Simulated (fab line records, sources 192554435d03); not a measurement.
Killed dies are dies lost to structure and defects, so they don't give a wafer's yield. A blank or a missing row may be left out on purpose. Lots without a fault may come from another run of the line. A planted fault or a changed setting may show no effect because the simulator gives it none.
Problem report in the 8D (eight disciplines) form, filled by code | flow n5_finfet | the parts of the form that need people (team, actions taken, sign-off) are left out

1. THE PROBLEM
run_length_s at N5_BEOL_M2_VIA_ETCH_34 reads a mean of 72.7 s on 2 wafers of 2 lots; wafers without a fault read 89.4 s with a standard deviation of 0.38. That is -44 standard deviations from the usual mean.
The step: etches the open film in C4F6/O2, target depth 69.4 nm, time 65.9 s.
First seen on wafer L765.2, day 8 18:35, on rie_diel-02. The record holds 25 wafers of 9 lots with a number at this step. Rule for "out", or "out of limits": more than 4 standard deviations from the usual mean. The other wafers with a number count as sound.

2. WHAT IT IS AND WHAT IT IS NOT
question                    | is               | is not
which readings at this step | run_length_s     | drypump_motor_current_A, oes_product_au, showerhead_plenum_p_Torr, throttle_valve_pct
which lots                  | L765, L769       | L758, L762, L763, L777, L778, L779, L780
which wafers of those lots  | L765.2, L769.2   | L765.3, L765.4, L769.6
read on which tools         | rie_diel-02      | rie_diel-01, rie_diel-06
when                        | from day 8 18:35 | up to then (11 sound wafers); but 12 sound wafers of L769, L777, L778, L779, L780 came after

3. SUSPECTS, AND WHAT RULES EACH OUT
Counting: a tool at a process step up to the reading stays a suspect if it ran every lot that is out. Sound lots after the first of them don't rule it out here, since some wafers of a struck lot are sound.
- rie_diel-01 at N5_BEOL_M2_ETCH_77 (etches underlayer in N2/H2, target depth 6.5 nm, time 5.2 s): kept. It ran every lot that is out, first L765 (day 8 11:28); its last sound lot up to then is L763 (day 7 20:25).
- rie_diel-01 at N5_BEOL_M2_ETCH_69 (etches SiARC in CF4, target depth 15.6 nm, time 26 s): kept. It ran every lot that is out, first L765 (day 8 11:29); its last sound lot up to then is L763 (day 7 20:26).
- rie_diel-02 at N5_BEOL_M2_VIA_ETCH_34 (etches the open film in C4F6/O2, target depth 69.4 nm, time 65.9 s): kept. It ran every lot that is out, first L765 (day 8 18:35); its last sound lot up to then is L763 (day 7 21:07). Its own readings are out on those wafers: run_length_s.
Left after counting: rie_diel-01 at N5_BEOL_M2_ETCH_77, rie_diel-01 at N5_BEOL_M2_ETCH_69, rie_diel-02 at N5_BEOL_M2_VIA_ETCH_34.

4. THE CAUSE (what the simulator had put in)
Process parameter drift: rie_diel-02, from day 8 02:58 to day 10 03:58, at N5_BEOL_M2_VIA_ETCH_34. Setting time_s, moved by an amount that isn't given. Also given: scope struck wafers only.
Counting left 3 suspects, and this tool is among them.

5. THE CHAIN OF EFFECTS, in route order
Each row: a reading whose mean over the struck wafers that have a number lies more than 3 standard deviations from the usual. Only readings for which the record gives a usual standard deviation are gone through. hours: the time from each lot's start at the first step in this table that gives one to its start at this step, as a median over the lots. sigmas: the change in usual standard deviations.
hours | step                   | reading      | usual  | on struck wafers | change | sigmas
0     | N5_BEOL_M2_VIA_ETCH_34 | run_length_s | 89.4 s | 72.7             | -16.8  | -44
The process steps in it:
- N5_BEOL_M2_VIA_ETCH_34: etches the open film in C4F6/O2, target depth 69.4 nm, time 65.9 s.
Later measuring or inspecting steps at which every struck wafer that the step has a row for has a number for every such reading, and none has moved that far: N5_BEOL_M4_RC_MEAS_101.

6. WHAT WOULD HAVE CAUGHT IT SOONER
In this record the first reading out of limits was taken at day 8 18:35, 16 hours after the fault began at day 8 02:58.
